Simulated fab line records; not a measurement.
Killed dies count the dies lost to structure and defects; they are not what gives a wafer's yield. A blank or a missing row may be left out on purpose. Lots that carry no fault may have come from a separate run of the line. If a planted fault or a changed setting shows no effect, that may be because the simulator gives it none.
A struck lot beside a sound one -- flow nand harc -- 40 steps out of a route of 1159
Sound: wafers L825.2, L825.4, L825.5. Struck: wafer L838.2 (left out: L838.1, L838.6 of the same lot, which were not struck); the cause appears at the end.
Each step with rows lists, per side, the tool, then ch with its chambers, then its first start. Under that, the readings that differ: sound wafers -- struck wafers -- difference of the means -- sigmas: that difference in standard deviations of wafers without a fault.
alike: readings with means less than 2 such deviations apart, plus words and numbers identical on both sides. not compared: withheld readings, readings lacking a value on some wafer, bounds such as >300 that could conceal the same value, and numbers that have no deviation in the record and whose values overlap.
The two part at a step that has a row with sigmas, a row that says differs or no value, or rows on one side only. When numbers do not overlap yet have no deviation, they are printed without sigmas and do not part them. A reading that every wafer of one side lacks parts them only if that side has two wafers or more.

NHARC_P_M1_CD_MEAS_09: target cd 130 nm.
  sound on cd sem-02 ch 0, day 6 08:42; struck on cd sem-01 ch 0, day 9 03:44
  alike: cd nm
NHARC_P_M1_OVL_MEAS_10: pitch 260 nm.
  sound on overlay-02, day 6 08:47; struck on overlay-01, day 9 03:49
reading,sound,struck,difference,sigmas
overlay x nm (nm),1.5 1.0 1.0,-1.3,-2.5,-3
  alike: overlay y nm
NHARC_P_M1_INSPECT_11:
  sound on defect inspect-02, day 6 08:49; struck on defect inspect-02, day 9 03:51
  alike: raw defect count
NHARC_P_M1_DESCUM_14: chemistry O2, time 3 s.
  sound on rie diel-12 ch 1,2,3, day 6 08:54; struck on rie diel-03 ch 2, day 9 03:55
  alike: chamber pressure mTorr, drypump motor current A, mfc ar sccm, oes product au, rf vpp V, showerhead plenum p Torr, throttle valve pct
  not compared: rf hours counter h
then, 1 step without rows for these wafers: NHARC_P_M1_ETCH_35 (etches the open film in N2/H2, target depth 40 nm, overetch 12 nm, time 43.94 s).
NHARC_P_M1_ETCH_15: etches the open film in C4F8/Ar, target depth 182.5 nm, time 91.2 s.
  sound on rie diel-12 ch 0,2,3; struck on rie diel-03 ch 2
reading,sound,struck,difference,sigmas
chamber pressure mTorr (mTorr),25.024 24.972 24.986,25.041,+0.047,+2
oes product au (a.u.),0.990 0.966 0.958,0.920,-0.051,-2
  alike: rf vpp V
  not compared: rf hours counter h
NHARC_P_M1_CD_MEAS_16:
  sound on cd sem-03, day 6 09:11; struck on cd sem-02, day 9 04:13
  alike: cd nm
then, 3 steps without rows for these wafers: NHARC_P_M1_STRIP_18 (strips in N2/H2); NHARC_P_M1_ETCH_28 (etches the open film in CF4/N2, target depth 30 nm, time 72.99 s); NHARC_P_M1_STRIP_19 (strips in post etch residue remover, time 600 s).
NHARC_P_M1_DEGAS_29: time 60 s.
  sound on pvd sputter-03, day 6 09:57; struck on pvd sputter-02, day 9 04:56
reading,sound,struck,difference,sigmas
heater power w (W),360 446 375,296,-98,-3
NHARC_P_M1_PRE_CLEAN_30: time 30 s.
  sound on pvd sputter-03; struck on pvd sputter-02
  alike: heater power w
NHARC_P_M1_PVD_20: deposits TaN, target thk 5 nm, time 8.06 s.
  sound on pvd sputter-03, day 6 10:04; struck on pvd sputter-02, day 9 05:08
  alike: throttle valve pct
NHARC_P_M1_PVD_21: deposits Cu, target thk 30 nm, time 20.49 s.
  sound on pvd sputter-03; struck on pvd sputter-02
  alike: throttle valve pct
then, 3 steps without rows for these wafers: NHARC_P_M1_ECD_22 (material Cu, target thk 400 nm); NHARC_P_M1_ANNEAL_31 (time 90 s); NHARC_P_M1_CMP_23 (polishes, t overpolish 20 s, target thk 157.82 nm).
NHARC_P_M1_THK_MEAS_24: measures by xrf.
  sound on film metro-01, day 6 11:22; struck on film metro-01, day 9 06:37
  alike: thk nm
then, 13 steps without rows for these wafers: NHARC_P_M1_SRD_25; NHARC_P_M1_PRE_CLEAN_32 (time 12 s); NHARC_P_M1_DEP_33 (deposits SiCN, target thk 30 nm); NHARC_P_M2_DEP_00 (deposits SiOC, target thk 182.5 nm); NHARC_P_M2_DEHYDRATE_01 (time 120 s); NHARC_P_M2_HMDS_02 (time 30 s); NHARC_P_M2_COAT_34 (time 65 s); NHARC_P_M2_COAT_03 (resist thk 90 nm); NHARC_P_M2_SOFTBAKE_04 (time 55 s); NHARC_P_M2_EBR_05; NHARC_P_M2_EXPOSE_06 (exposes mask P M2, target cd 170 nm); NHARC_P_M2_PEB_07 (peb time 65 s); NHARC_P_M2_DEVELOP_08 (develop time 35 s).
NHARC_P_M2_CD_MEAS_09: target cd 170 nm.
  sound on cd sem-02 ch 0, day 6 12:56; struck on cd sem-02 ch 0, day 9 08:09
  alike: cd nm
NHARC_P_M2_OVL_MEAS_10: pitch 340 nm.
  sound on overlay-02, day 6 13:01; struck on overlay-02, day 9 08:14
  alike: overlay x nm, overlay y nm
then, 3 steps without rows for these wafers: NHARC_P_M2_DESCUM_14 (chemistry O2, time 3 s); NHARC_P_M2_ETCH_35 (etches the open film in N2/H2, target depth 40 nm, overetch 12 nm, time 43.94 s); NHARC_P_M2_ETCH_15 (etches the open film in C4F8/Ar, target depth 182.5 nm, time 91.2 s).
NHARC_P_M2_CD_MEAS_16:
  sound on cd sem-02, day 6 13:28; struck on cd sem-03, day 9 08:40
  alike: cd nm
then, 2 steps without rows for these wafers: NHARC_P_M2_STRIP_18 (strips in N2/H2); NHARC_P_M2_ETCH_28 (etches the open film in CF4/N2, target depth 30 nm, time 72.99 s).
-- the record jumps here: 13 days lie between the struck wafers' starts before and after (it left off in module P_M2 and takes up again in module END, whose first step shown is number 1159 of the route) --
NHARC_END_SORT_01:
  sound on prober-01 ch 0, day 20 09:31; struck on prober-02 ch 0, day 22 14:59
reading,sound,struck,difference,sigmas
defect limited yield (%),96.2 95.9 95.6,84.9,-11.0,-7
killed at periphery,6 4 5,78,+73,+36
killed dies,26 28 30,102,+74,+7
sort_bin_2_pct (%),0.4 1.3 1.0,6.9,+6.0,+10
sort_bin_3_pct (%),0.15 0.59 0,1.62,+1.37,+7
sort_bin_4_pct (%),3.2 2.2 3.4,6.5,+3.6,+3
sort n pass,651 649 647,575,-74,-7
sort yield pct (%),96.2 95.9 95.6,84.9,-11.0,-7
  alike: killed at array, killed at other, killed open, killed short, sort rim yield pct

== WHERE THEY PART ==
Last at NHARC_END_SORT_01 as far as this record goes, first at NHARC_P_M1_OVL_MEAS_10.

WHY: the cause the simulator had injected
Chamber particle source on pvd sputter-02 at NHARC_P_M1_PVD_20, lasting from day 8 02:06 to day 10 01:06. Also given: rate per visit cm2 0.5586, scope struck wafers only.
